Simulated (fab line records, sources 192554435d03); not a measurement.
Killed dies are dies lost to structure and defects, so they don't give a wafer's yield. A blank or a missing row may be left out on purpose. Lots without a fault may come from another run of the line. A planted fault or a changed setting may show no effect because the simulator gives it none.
Chamber matching | flow n5_finfet | N5_BEOL_M2_ETCH_64 on rie_diel-06: 4 sister chambers
The step etches SOC in N2/H2, target depth 75 nm, overetch 22.5 nm, time 121.9 s. 16 wafers are shown with their chamber, then 8 later ones without.

WAFERS WITH THEIR CHAMBER
wafer  | chamber | showerhead_plenum_p_Torr (Torr) | drypump_motor_current_A (A) | throttle_valve_pct (%)
L079.1 | 0       | 2.49                            | 4.9                         | 17.73
L079.3 | 3       | 2.54                            | 5.8                         | 18.00
L079.5 | 0       | 2.49                            | 4.9                         | 17.74
L081.1 | 1       | 2.53                            | 5.1                         | 17.54
L081.3 | 0       | 2.49                            | 5.0                         | 17.75
L081.5 | 3       | 2.54                            | 5.8                         | 18.02
L086.1 | 1       | 2.53                            | 5.2                         | 17.57
L086.3 | 0       | 2.48                            | 4.9                         | 17.74
L086.4 | 2       | 2.60                            | 6.6                         | 17.85
L087.2 | 1       | 2.53                            | 5.1                         | 17.58
L087.3 | 2       | 2.60                            | 6.6                         | 17.85
L087.5 | 2       | 2.60                            | 6.6                         | 17.87
L090.1 | 2       | 2.60                            | 6.6                         | 17.88
L090.5 | 0       | 2.48                            | 4.9                         | 17.78
L090.6 | 1       | 2.53                            | 5.2                         | 17.57
L091.1 | 2       | 2.60                            | 6.6                         | 17.88

SIGNATURES (means of the wafers above)
reading                  | chamber 0 | chamber 1 | chamber 2 | chamber 3 | scatter within a chamber
showerhead_plenum_p_Torr | 2.4860    | 2.5300    | 2.6000    | 2.5400    | 0.00316
drypump_motor_current_A  | 4.920     | 5.150     | 6.600     | 5.800     | 0.0387
throttle_valve_pct       | 17.7480   | 17.5650   | 17.8660   | 18.0100   | 0.0171
Rule: a wafer's distance from a chamber is the root of the sum, over the readings, of the square of ((its reading less the chamber's mean) divided by the reading's scatter). The wafer belongs to the nearest chamber; if the next one is less than 2 further off, it can't be placed. The scatter: the root of (the sum of the squares of (reading less its chamber's mean) over the shown wafers, divided by (wafers less chambers)).

WAFERS WITHOUT THEIR CHAMBER
wafer  | showerhead_plenum_p_Torr (Torr) | drypump_motor_current_A (A) | throttle_valve_pct (%)
L091.3 | 2.48                            | 4.9                         | 17.79
L091.6 | 2.53                            | 5.2                         | 17.58
L094.2 | 2.48                            | 4.9                         | 17.79
L094.5 | 2.47                            | 4.9                         | 17.80
L094.6 | 2.53                            | 5.8                         | 18.05
L095.1 | 2.52                            | 5.1                         | 17.60
L095.2 | 2.53                            | 5.8                         | 18.07
L095.4 | 2.53                            | 5.8                         | 18.07

WHICH CHAMBER EACH WENT THROUGH
wafer  | from the rows above | in truth
L091.3 | 0                   | 0
L091.6 | 1                   | 1
L094.2 | 0                   | 0
L094.5 | 0                   | 0
L094.6 | 3                   | 3
L095.1 | 1                   | 1
L095.2 | 3                   | 3
L095.4 | 3                   | 3
Placed correctly: 8 of 8. Can't be placed from these rows: 0. Placed wrongly: 0.
